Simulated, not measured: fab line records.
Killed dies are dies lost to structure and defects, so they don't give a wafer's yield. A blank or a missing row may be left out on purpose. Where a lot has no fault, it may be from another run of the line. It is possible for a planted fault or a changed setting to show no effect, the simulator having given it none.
Chamber matching	flow nand harc	NHARC_P_M0_CMP_23 on cmp-01 has 4 sister chambers
The step polishes, t overpolish 20 s, target thk 117.54 nm. 8 wafers are shown with their chamber, then 10 later ones without.

WAFERS WITH THEIR CHAMBER
wafer	chamber	motor current A (A)	time to endpoint s (s)
L081.3	1	13.9	26.1
L081.5	1	14.2	25.9
L082.4	2	12.3	26.0
L084.1	3	10.9	31.0
L084.2	2	12.1	27.7
L084.4	0	12.3	29.4
L092.2	0	11.7	23.8
L092.5	3	11.5	26.2

WAFERS WITH NO CHAMBER GIVEN
wafer	motor current A (A)	time to endpoint s (s)
L092.6	12.0	25.0
L093.4	11.4	28.6
L093.5	12.0	27.3
L093.6	11.7	30.9
L095.1	13.9	24.0
L095.2	12.5	29.0
L095.5	11.5	26.8
L096.1	11.1	28.5
L096.2	13.4	25.6
L096.3	12.6	26.8

THE CHAMBER EACH PASSED THROUGH
wafer	from the rows above	in truth
L092.6	can't be placed: 0 or 2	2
L093.4	can't be placed: 3 or 0 or 2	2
L093.5	can't be placed: 0 or 2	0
L093.6	can't be placed: 3 or 0 or 2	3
L095.1	1	1
L095.2	can't be placed: 2 or 0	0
L095.5	can't be placed: 3 or 0 or 2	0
L096.1	3	3
L096.2	can't be placed: 1 or 2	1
L096.3	can't be placed: 2 or 0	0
Correctly placed: 2 of 10. Not placeable from these rows: 8 (in 8, the candidates include the true chamber). Number placed wrongly: 0.
How it was worked out, from the rows above alone: a wafer's distance from a chamber is the root of the sum, over the readings, of the square of ((its reading less the chamber's mean) divided by the reading's scatter). If the next closest chamber is less than 2 further off than the closest, the wafer can't be placed; otherwise it belongs to the closest. The mean given for a chamber averages the wafers shown for that chamber. How the scatter is found: for the shown wafers, subtract from each reading the mean of its chamber, square and add these, divide the total by (wafers less chambers), then take the root.
